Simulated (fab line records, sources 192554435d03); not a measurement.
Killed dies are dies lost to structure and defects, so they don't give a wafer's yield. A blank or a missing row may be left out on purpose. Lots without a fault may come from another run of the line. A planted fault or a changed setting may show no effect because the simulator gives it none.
Chamber matching | flow n5_finfet | N5_BEOL_M5_CURE_80 on uv_cure-01: 3 sister chambers
The step cures SiCOH lowk, time 120 s. 18 wafers are shown with their chamber, then 9 later ones without.

WAFERS WITH THEIR CHAMBER
wafer  | chamber | wafer_temp_C_max | lamp_power_pct (%)
L075.1 | 1       | 372.4            | 52.39
L075.4 | 1       | 374.5            | 52.36
L075.6 | 1       | 372.9            | 52.35
L077.2 | 1       | 373.7            | 52.22
L077.4 | 1       | 373.5            | 52.37
L077.5 | 1       | 372.7            | 52.32
L080.2 | 1       | 372.5            | 52.25
L080.3 | 1       | 373.2            | 52.36
L080.6 | 1       | 373.5            | 52.36
L079.1 | 2       | 371.6            | 52.29
L079.3 | 2       | 371.3            | 52.33
L079.4 | 2       | 371.7            | 52.37
L079.2 | 2       | 371.3            | 52.32
L079.5 | 2       | 372.5            | 52.30
L079.6 | 2       | 371.6            | 52.29
L081.3 | 0       | 373.7            | 52.26
L081.5 | 0       | 373.4            | 52.27
L081.6 | 0       | 372.5            | 52.39

SIGNATURES (means of the wafers above)
reading          | chamber 0 | chamber 1 | chamber 2 | scatter within a chamber
wafer_temp_C_max | 373.200   | 373.211   | 371.667   | 0.597
lamp_power_pct   | 52.3067   | 52.3311   | 52.3167   | 0.053
Rule: a wafer's distance from a chamber is the root of the sum, over the readings, of the square of ((its reading less the chamber's mean) divided by the reading's scatter). The wafer belongs to the nearest chamber; if the next one is less than 2 further off, it can't be placed. The scatter: the root of (the sum of the squares of (reading less its chamber's mean) over the shown wafers, divided by (wafers less chambers)).

WAFERS WITHOUT THEIR CHAMBER
wafer  | wafer_temp_C_max | lamp_power_pct (%)
L083.4 | 372.7            | 52.25
L083.5 | 372.6            | 52.39
L083.6 | 373.7            | 52.30
L086.1 | 372.9            | 52.32
L086.3 | 372.2            | 52.30
L086.5 | 371.9            | 52.33
L090.1 | 371.5            | 52.29
L090.3 | 371.5            | 52.35
L090.5 | 372.1            | 52.24

WHICH CHAMBER EACH WENT THROUGH
wafer  | from the rows above          | in truth
L083.4 | can't be placed: 0 or 1 or 2 | 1
L083.5 | can't be placed: 1 or 0 or 2 | 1
L083.6 | can't be placed: 0 or 1      | 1
L086.1 | can't be placed: 1 or 0 or 2 | 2
L086.3 | can't be placed: 2 or 0 or 1 | 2
L086.5 | can't be placed: 2 or 1 or 0 | 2
L090.1 | 2                            | 2
L090.3 | 2                            | 2
L090.5 | can't be placed: 2 or 0 or 1 | 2
Placed correctly: 2 of 9. Can't be placed from these rows: 7 (the true chamber is among the candidates in 7). Placed wrongly: 0.
